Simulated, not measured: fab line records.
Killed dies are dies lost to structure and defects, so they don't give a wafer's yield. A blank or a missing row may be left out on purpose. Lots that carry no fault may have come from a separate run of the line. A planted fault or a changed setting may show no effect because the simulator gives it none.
fab line records	flow n5_finfet
record: lots: 7	wafers: 20	last_day: 19
route steps=1938 shown BEOL_M6@1243
lots that met no fault: from a run of the same line without faults
start_h: the number of hours between the record's first day and the start of the first shown wafer of the lot	wait_h: hours since the lot's step before	" unchanged from the row above	L1.1+2: one row covering several wafers at once	- no value present, or no start provided	* or withheld: withheld	< > ~ a bound
route shown NAME@n: NAME is a module with steps in the file, n the number in the route of the first one	usual: mean/standard deviation of fault-free wafers	same: alike in all rows	chamber/n: place in a boat	sites: the reading at each site	_std_site: standard deviation across them	_edge_site: mean of outer sites minus mean of inner sites	radius_mm: how far each site lies from the wafer's centre	mask NAME#n: copy n	behind: the tool/chamber that last shaped the wafer	hold: why the lot was held/for how many hours/how that ended	device: whichever transistor did not switch (one of n, p or np)	end of line: the same wafers' tests at the end of the route	where a step has no rows: the recipe by itself	killed: not the wafer's yield, but the dies lost to structure and defects at the first sort	map: shows each die of a wafer: x if killed, . if not, _ if none is there
set.NAME: the setting that was run; set.NAME@STEP: the one run at that earlier step	model.NAME: the simulator's own value behind a step, which no gauge read
lots at selected steps of the route; one table per step, one row per wafer
services: the hour from which a tool's chamber was out of use, counted from the record's first day as start_h (under 0 if before that day), plus the number of hours and why
== steps ==
step: N5_BEOL_M6_HM_STRIP_39
recipe: chemistry: peroxide_tin_strip	material: TiN	target_depth_a: 250	temp_c: 50	time_s: 158
step: N5_BEOL_M6_SRD_40
recipe: time_s: 30	temp_c: 23	rinse_liquid: diw	dry: ipa_marangoni
step: N5_BEOL_M6_PRECLEAN_42
recipe: chemistry: residue_remover	time_s: 60	temp_c: 40
step: N5_BEOL_M6_SRD_43
recipe: time_s: 30	temp_c: 23	rinse_liquid: diw	dry: ipa_marangoni
step: N5_BEOL_M6_CD_MEAS_35
recipe: target_cd_nm: 40	target_cd_y_nm: 28	polarity: opening
usual: cd_nm: 40.0/0.64
lot.wafer	tool	chamber	start_h	wait_h	cd_nm
L198.1	cd_sem-01	-	227.39	0.0	41.0
L198.2	"	-	"	"	40.3
L198.6	"	-	"	"	39.7
L202.1	cd_sem-02	-	252.00	0.0	39.7
L202.3	"	-	"	"	40.0
L202.5	"	-	"	"	40.7
L207.2	cd_sem-03	-	304.09	0.0	40.4
L207.4	"	-	"	"	40.9
L207.5	"	-	"	"	41.6
L211.5	cd_sem-03	-	327.09	0.0	40.5
L211.6	"	-	"	"	40.0
L213.1	cd_sem-02	-	329.39	0.0	39.7
L213.2	"	-	"	"	40.9
L213.6	"	-	"	"	40.1
L216.1	cd_sem-01	-	337.47	0.0	39.7
L216.4	"	-	"	"	40.3
L216.5	"	-	"	"	39.3
L217.4	cd_sem-03	-	371.57	0.0	40.8
L217.5	"	-	"	"	40.6
L217.6	"	-	"	"	40.4
step: N5_BEOL_M6_CURE_75
recipe: temp_c: 370	time_s: 120	ambient: DMADMS/He	material: SiCOH_lowk
usual: lamp_power_pct: 52.31/0.055	wafer_temp_C_max: 371.6/0.52
lot.wafer	tool	chamber	start_h	wait_h	lamp_power_pct	wafer_temp_C_max
L198.1	uv_cure-02	0	227.50	0.1	52.37	371.1
L198.2	"	0	"	"	52.31	371.6
L198.6	"	0	"	"	52.38	371.4
L202.1	uv_cure-02	2	252.04	0.0	52.33	371.6
L202.3	"	2	"	"	52.34	371.7
L202.5	"	2	"	"	52.37	371.1
L207.2	uv_cure-01	0	304.18	0.1	52.24	371.6
L207.4	"	0	"	"	52.41	371.2
L207.5	"	0	"	"	52.32	371.5
L211.5	uv_cure-01	2	327.32	0.2	52.37	371.1
L211.6	"	2	"	"	52.33	371.3
L213.1	uv_cure-01	0	329.43	0.0	52.36	371.5
L213.2	"	0	"	"	52.29	371.4
L213.6	"	0	"	"	52.33	371.5
L216.1	uv_cure-03	1	337.52	0.0	52.34	372.1
L216.4	"	1	"	"	52.27	371.7
L216.5	"	1	"	"	52.40	373.2
L217.4	uv_cure-03	2	371.76	0.2	52.27	372.3
L217.5	"	2	"	"	52.31	372.0
L217.6	"	2	"	"	52.28	372.1
step: N5_BEOL_M6_DEGAS_44
recipe: ambient: vacuum	temp_c: 250	time_s: 60
usual: heater_power_w: 336/45
lot.wafer	tool	chamber	start_h	wait_h	heater_power_w
L198.1	pvd_sputter-03	-	230.82	3.3	333
L198.2	"	-	"	"	437
L198.6	"	-	"	"	338
L202.1	pvd_sputter-02	-	252.56	0.5	364
L202.3	"	-	"	"	435
L202.5	"	-	"	"	423
L207.2	pvd_sputter-02	-	304.51	0.3	319
L207.4	"	-	"	"	364
L207.5	"	-	"	"	420
L211.5	pvd_sputter-03	-	327.90	0.5	436
L211.6	"	-	"	"	282
L213.1	pvd_sputter-03	-	330.42	0.9	333
L213.2	"	-	"	"	292
L213.6	"	-	"	"	341
L216.1	pvd_sputter-03	-	338.02	0.5	336
L216.4	"	-	"	"	314
L216.5	"	-	"	"	315
L217.4	pvd_sputter-01	-	372.33	0.5	324
L217.5	"	-	"	"	313
L217.6	"	-	"	"	322
step: N5_BEOL_M6_PRE_CLEAN_45
recipe: gas: H2/He	time_s: 30	temp_c: 250
usual: heater_power_w: 337/45
lot.wafer	tool	chamber	start_h	wait_h	heater_power_w
L198.1	pvd_sputter-03	-	230.86	0.0	338
L198.2	"	-	"	"	421
L198.6	"	-	"	"	331
L202.1	pvd_sputter-02	-	252.60	0.0	358
L202.3	"	-	"	"	435
L202.5	"	-	"	"	430
L207.2	pvd_sputter-02	-	304.55	0.0	329
L207.4	"	-	"	"	354
L207.5	"	-	"	"	431
L211.5	pvd_sputter-03	-	327.94	0.0	433
L211.6	"	-	"	"	283
L213.1	pvd_sputter-03	-	330.46	0.0	340
L213.2	"	-	"	"	287
L213.6	"	-	"	"	340
L216.1	pvd_sputter-03	-	338.06	0.0	346
L216.4	"	-	"	"	315
L216.5	"	-	"	"	324
L217.4	pvd_sputter-01	-	372.37	0.0	316
L217.5	"	-	"	"	317
L217.6	"	-	"	"	321
step: N5_BEOL_M6_ALD_77
recipe: material: TaN	target_thk_a: 20	temp_c: 275	ald_precursor_family: PDMAT	ald_co_reactant: NH3	pressure_torr: 3	carrier_flow_sccm: 1500	pulse_time_s: 2	purge_time_s: 3	co_reactant_purge_time_s: 2	co_reactant_pulse_time_s: 3	ald_cycles: 40	precursor_vessel_temp_c: 75	precursor_vessel_pressure_torr: 26.25	precursor_vessel_carrier_sccm: 1000
step: N5_BEOL_M6_SURFACE_TREAT_79
recipe: gas: Ar	time_s: *	ion_energy_ev: *	ion_current_ma_cm2: 0.5	pressure_mtorr: *	ar_flow_sccm: 30
usual: throttle_valve_pct: *
lot.wafer	tool	chamber	start_h	wait_h	throttle_valve_pct
L198.1	pvd_sputter-01	-	231.26	0.2	*
L198.2	"	-	"	"	*
L198.6	"	-	"	"	*
L202.1	pvd_sputter-03	-	254.48	1.5	*
L202.3	"	-	"	"	*
L202.5	"	-	"	"	*
L207.2	pvd_sputter-01	-	304.98	0.2	*
L207.4	"	-	"	"	*
L207.5	"	-	"	"	*
L211.5	pvd_sputter-03	-	328.38	0.1	*
L211.6	"	-	"	"	*
L213.1	pvd_sputter-03	-	330.86	0.2	*
L213.2	"	-	"	"	*
L213.6	"	-	"	"	*
L216.1	pvd_sputter-03	-	338.60	0.3	*
L216.4	"	-	"	"	*
L216.5	"	-	"	"	*
L217.4	pvd_sputter-01	-	372.77	0.2	*
L217.5	"	-	"	"	*
L217.6	"	-	"	"	*
step: N5_BEOL_M6_CVD_78
recipe: material: Co	target_thk_a: 20	temp_c: withheld	precursor: CCTBA/H2	pressure_torr: 30	time_s: 142.3
step: N5_BEOL_M6_SPUTTER_48
recipe: material: Cu	target_thk_a: 100	temp_c: -20	bias_v: 60	power_w: 26000	chamber_pressure_pa: 0.13	time_s: 1.667
usual: throttle_valve_pct: 29.8/0.99
lot.wafer	tool	chamber	start_h	wait_h	throttle_valve_pct
L198.1	pvd_sputter-01	-	231.84	0.2	30.0
L198.2	"	-	"	"	28.6
L198.6	"	-	"	"	30.0
L202.1	pvd_sputter-03	-	254.90	0.1	29.4
L202.3	"	-	"	"	31.5
L202.5	"	-	"	"	30.0
L207.2	pvd_sputter-03	-	305.16	0.1	31.4
L207.4	"	-	"	"	30.0
L207.5	"	-	"	"	29.6
L211.5	pvd_sputter-03	-	328.70	0.2	30.0
L211.6	"	-	"	"	31.3
L213.1	pvd_sputter-03	-	331.08	0.1	31.1
L213.2	"	-	"	"	30.0
L213.6	"	-	"	"	31.6
L216.1	pvd_sputter-03	-	339.10	0.2	29.9
L216.4	"	-	"	"	29.1
L216.5	"	-	"	"	30.1
L217.4	pvd_sputter-02	-	373.10	0.0	29.5
L217.5	"	-	"	"	29.5
L217.6	"	-	"	"	29.9
step: N5_BEOL_M6_ECD_50
recipe: material: Cu	target_thk_a: 3000
lot.wafer	tool	chamber	start_h	wait_h	model.Cu_of_BEOL_M6_ECD_50.thk_nm
L198.1	ecd_cu-01	0	231.96	0.1	301.4
L198.2	"	1	"	"	302.6
L198.6	"	1	"	"	303
L202.1	ecd_cu-02	1	255.01	0.1	305
L202.3	"	1	"	"	298
L202.5	"	0	"	"	297.8
L207.2	ecd_cu-02	0	305.28	0.1	299.6
L207.4	"	0	"	"	300.2
L207.5	"	0	"	"	548
L211.5	ecd_cu-02	0	328.83	0.1	546
L211.6	"	1	"	"	548.4
L213.1	ecd_cu-02	0	331.19	0.1	295.8
L213.2	"	1	"	"	295.6
L213.6	"	1	"	"	552.6
L216.1	ecd_cu-01	0	339.22	0.1	303.2
L216.4	"	0	"	"	305.6
L216.5	"	1	"	"	297
L217.4	ecd_cu-01	0	373.24	0.1	298.8
L217.5	"	1	"	"	303.2
L217.6	"	0	"	"	300.8
step: N5_BEOL_M6_ANNEAL_51
recipe: temp_c: 225	time_s: 90	ambient: N2
step: N5_BEOL_M6_CMP_52
recipe: stop_on: SiCOH_lowk	t_overpolish_s: 6.9	down_force_psi: 1	platen_rpm: 50	clearing_platen_down_force_psi: 1.5	clearing_platen_rpm: 50	post_cmp_clean: cu_alkaline	target_thk_nm: 80	clearing_platen_pad_velocity_m_s: 0.99484	pad_velocity_m_s: 0.99484
usual: clearing_platen_rpm: 50.00/0.03	motor_current_A: 6.4/0.79	time_to_endpoint_s: 63/3.1
lot.wafer	tool	chamber	start_h	wait_h	clearing_platen_rpm	motor_current_A	time_to_endpoint_s
L198.1	cmp-01	3	232.53	0.3	50.02	5.6	59
L198.2	"	0	"	"	50.01	6.6	59
L198.6	"	2	"	"	49.97	7.3	58
L202.3	cmp-04	3	255.64	0.2	49.97	7.3	61
L202.1	"	0	"	"	50.02	5.8	63
L202.5	"	0	"	"	49.99	5.7	66
L207.4	cmp-02	3	305.92	0.2	50.02	6.8	65
L207.2	"	0	"	"	50.08	7.3	66
L207.5	"	2	"	"	50.00	6.3	120
L211.5	cmp-02	0	329.32	0.2	49.98	7.3	118
L211.6	"	1	"	"	50.02	6.0	111
L213.2	cmp-04	0	331.60	0.2	50.04	5.8	63
L213.1	"	3	"	"	50.00	7.0	69
L213.6	"	0	"	"	50.04	5.7	122
L216.4	cmp-01	3	339.61	0.1	49.98	5.1	56
L216.1	"	2	"	"	50.04	7.5	65
L216.5	"	0	"	"	50.04	6.7	55
L217.4	cmp-04	1	373.74	0.2	49.96	5.1	64
L217.5	"	2	"	"	49.99	6.2	64
L217.6	"	3	"	"	49.99	7.0	65
step: N5_BEOL_M6_THK_MEAS_53
recipe: thk_meas_gauge: xrf	reads: Cu_of_BEOL_M6_ECD_50
usual: M6_THK: 79.6/2.1
lot.wafer	tool	chamber	start_h	wait_h	M6_THK[nm]
L198.1	film_metro-02	-	232.79	-	75.3
L198.2	"	-	"	"	79.8
L198.6	"	-	"	"	79.7
L202.1	film_metro-02	-	255.93	-	77.8
L202.3	"	-	"	"	83.0
L202.5	"	-	"	"	80.9
L207.2	film_metro-01	-	306.14	-	78.9
L207.4	"	-	"	"	79.2
L207.5	"	-	"	"	77.9
L211.5	film_metro-01	-	329.47	-	79.5
L211.6	"	-	"	"	75.7
L213.1	film_metro-01	-	331.89	-	79.0
L213.2	"	-	"	"	77.8
L213.6	"	-	"	"	80.5
L216.1	film_metro-01	-	339.91	-	78.2
L216.4	"	-	"	"	80.1
L216.5	"	-	"	"	77.2
L217.4	film_metro-02	-	373.92	-	81.7
L217.5	"	-	"	"	81.0
L217.6	"	-	"	"	79.9
== services ==
tool	chamber	start_h	hours	kind
uv_cure-02	-	220.58	0.4	repair
uv_cure-01	-	234.58	2.4	repair
cmp-01	-	237.84	3.0	repair
cmp-01	-	249.49	1.0	repair
uv_cure-01	-	269.51	7.6	repair
uv_cure-03	-	271.16	7.7	repair
uv_cure-01	-	284.05	2.1	pm
uv_cure-02	-	290.74	1.0	pm
uv_cure-02	-	298.68	10.4	repair
cmp-02	-	301.97	3.8	pm
cmp-01	-	316.18	0.9	repair
cmp-01	-	322.86	4.0	pm
cmp-01	-	326.86	-	consumable_replace:conditioner
cmp-01	-	326.86	-	consumable_replace:pad
cmp-01	-	343.60	5.5	pm
uv_cure-01	-	346.03	14.6	pm
uv_cure-01	-	370.22	2.8	pm
== key ==
first_sign: step: N5_BEOL_M6_CMP_52	reading: time_to_endpoint_s	direction: up	sigmas: 18	usual: *	struck: *
effect none on later readings
model_effect: step: N5_BEOL_M6_ECD_50	value: Cu_of_BEOL_M6_ECD_50.thk_nm	without: 297.8	struck: 548.8
met_at N5_BEOL_M6_ECD_50
struck_wafers L207.5,L211.5,L211.6,L213.6
onset_between 255.01 305.28
fault: kind: process_parameter_drift	tool: ecd_cu-02	chamber: -	onset_h: 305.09	steps: N5_BEOL_M6_ECD_50	channel: target_thk_a	offset: *	shape: step	end_h: 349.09	scope: struck_wafers_only	acts_in: *	stated: *
